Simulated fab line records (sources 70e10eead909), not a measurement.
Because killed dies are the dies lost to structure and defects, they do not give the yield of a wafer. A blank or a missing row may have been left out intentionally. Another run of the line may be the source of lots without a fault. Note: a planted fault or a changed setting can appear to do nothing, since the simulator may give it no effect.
A struck lot beside a sound one :: flow nandHarc :: 24 out of 1302 route steps
Sound: the wafers L966.2, L966.4, L966.6. Wafers L954.2, L954.4, L954.6 were the ones struck. Last of all comes the cause.
Order at every step that has rows: each side's tool, ch and its chambers, its first start. Under that, the readings that differ: sound wafers :: struck wafers :: difference of the means :: sigmas: that difference in standard deviations of wafers without a fault.
alike: readings whose means differ by less than 2 such deviations, and words and numbers that are the same on both sides. not compared: withheld readings, readings that some wafer has no value for, bounds like >300 that may hide the same value, and numbers for which the record gives no deviation and whose values overlap.
A row with sigmas, a row that says differs or no value, or rows on one side alone: a step with any of these is where the two part. Numbers that have no deviation but don't overlap get no sigmas and don't part them. A reading missing from all wafers of one side parts the sides only when that side holds two or more wafers.

first, 1 step without rows for these wafers: NHARC_P_STI_HARDBAKE_13 (time 65 s).
NHARC_P_STI_DESCUM_14: chemistry O2, time 3 s.
  sound on rieDiel-05 ch 0,1, day 9 22:52; struck on rieDiel-05 ch 0,1,2, day 4 22:56
  alike: drypumpMotorCurrentA, oesProductAu, rfVppV, showerheadPlenumPTorr, throttleValvePct
  not compared: rfHoursCounterH
NHARC_P_STI_ETCH_42: etches the open film in N2/H2, target depth 80 nm, overetch 24 nm, time 61 s.
  sound on rieDiel-05 ch 0,2, day 9 22:58; struck on rieDiel-05 ch 1,3, day 4 23:00
  alike: drypumpMotorCurrentA, n2FlowSccm, oesProductAu, rfVppV, showerheadPlenumPTorr, throttleValvePct
  not compared: rfHoursCounterH
NHARC_P_STI_ETCH_31: etches the open film in CF4/CHF3, target depth 108.9 nm, time 54.5 s.
  sound on rieDiel-05 ch 1,2,3; struck on rieDiel-05 ch 0,2,3
reading: oesProductAu (a.u.)
sound: 0.935 0.927 0.926
struck: 0.964 0.966 0.964
difference: +0.035
sigmas: +2
  alike: drypumpMotorCurrentA, rfVppV, showerheadPlenumPTorr, throttleValvePct
  not compared: rfHoursCounterH
NHARC_P_STI_ETCH_15: etches the open film in HBr/Cl2, target depth 300 nm, time 100.1 s.
  sound on rieSi-04 ch 1,3, day 9 23:09; struck on rieSi-05 ch 2,3, day 4 23:11
  alike: drypumpMotorCurrentA, mfcCl2Sccm, oesProductAu, throttleValvePct
  not compared: rfHoursCounterH
NHARC_P_STI_CD_MEAS_16:
  sound on cdSem-02, day 9 23:19; struck on cdSem-01, day 4 23:21
  alike: cdNm
NHARC_P_STI_OCD_MEAS_17:
  sound on ocd-02, day 9 23:24; struck on ocd-02, day 4 23:26
reading: trenchFootCdNm (nm)
sound: 159.2 161.4 161.1
struck: 157.4 156.2 157.4
difference: -3.6
sigmas: -3
  alike: trenchDepthNm
then, 3 steps without rows for these wafers: NHARC_P_STI_STRIP_19 (strips in SPM, time 900 s); NHARC_P_STI_PRECLEAN_32 (cleans in SC1); NHARC_P_STI_SRD_23.
NHARC_P_STI_OCD_MEAS_43:
  sound on ocd-01, day 9 23:54; struck on ocd-02, day 4 23:58
reading: trenchFootCdNm (nm)
sound: 159.3 161.6 160.9
struck: 157.4 156.4 158.2
difference: -3.3
sigmas: -3
  alike: trenchDepthNm
then, 1 step without rows for these wafers: NHARC_P_STI_OXIDE_33 (material SiO2, target thk 10 nm, ox time 281 s).
NHARC_P_STI_HDPCVD_20: deposits SiO2.
  sound on hdpcvd-01 ch 0,1, day 10 10:05; struck on hdpcvd-01 ch 0,1, day 5 08:33
then, 1 step without rows for these wafers: NHARC_P_STI_ANNEAL_34 (time 1800 s).
NHARC_P_STI_CMP_21: polishes, t overpolish 20 s, target thk 380.67 nm.
  sound on cmp-04 ch 0,2,3, day 10 18:44; struck on cmp-03 ch 1,2, day 5 18:37
  alike: motorCurrentA, overpolishRunS, retainingRingPressureFrac
  not compared: padLifeWafers
then, 7 steps without rows for these wafers: NHARC_P_STI_SRD_35; NHARC_P_STI_ETCH_36 (etches SiO2 in dHF, target depth 38.8 nm); NHARC_P_STI_STRIP_24 (strips Si3N4 in H3PO4); NHARC_P_STI_ETCH_37 (etches SiO2 in dHF, target depth 11 nm); NHARC_P_STI_PRECLEAN_38 (cleans in SC1); NHARC_P_STI_SRD_39; NHARC_P_STI_OXIDE_40 (material SiO2, target thk 10 nm, ox time 1362 s).
NHARC_P_STI_INSPECT_25:
  sound on defectInspect-01, day 11 04:10; struck on defectInspect-01, day 6 04:01
  alike: rawDefectCount
-- record jumps: 20 days between struck wafers' starts before vs after; left off in module P_STI, resumes in module END, first step shown is number 1302 of the route --
NHARC_END_SORT_01:
  sound on prober-01 ch 0, day 31 15:50; struck on prober-01 ch 0, day 25 20:37
reading: killedAtPeriphery
sound: 2 1
struck: 619 625 625
difference: +622
sigmas: +99 or more

reading: killedDies
sound: 81 71
struck: 677 677 677
difference: +601
sigmas: +40

reading: killedShort
sound: 1 1
struck: 6 4 3
difference: +3
sigmas: +2
  alike: killedAtArray, killedAtOther, killedOpen

## WHERE THEY PART
At NHARC_P_STI_ETCH_31 first; at NHARC_END_SORT_01 last (within this record only).

WHY: what the simulator had put in
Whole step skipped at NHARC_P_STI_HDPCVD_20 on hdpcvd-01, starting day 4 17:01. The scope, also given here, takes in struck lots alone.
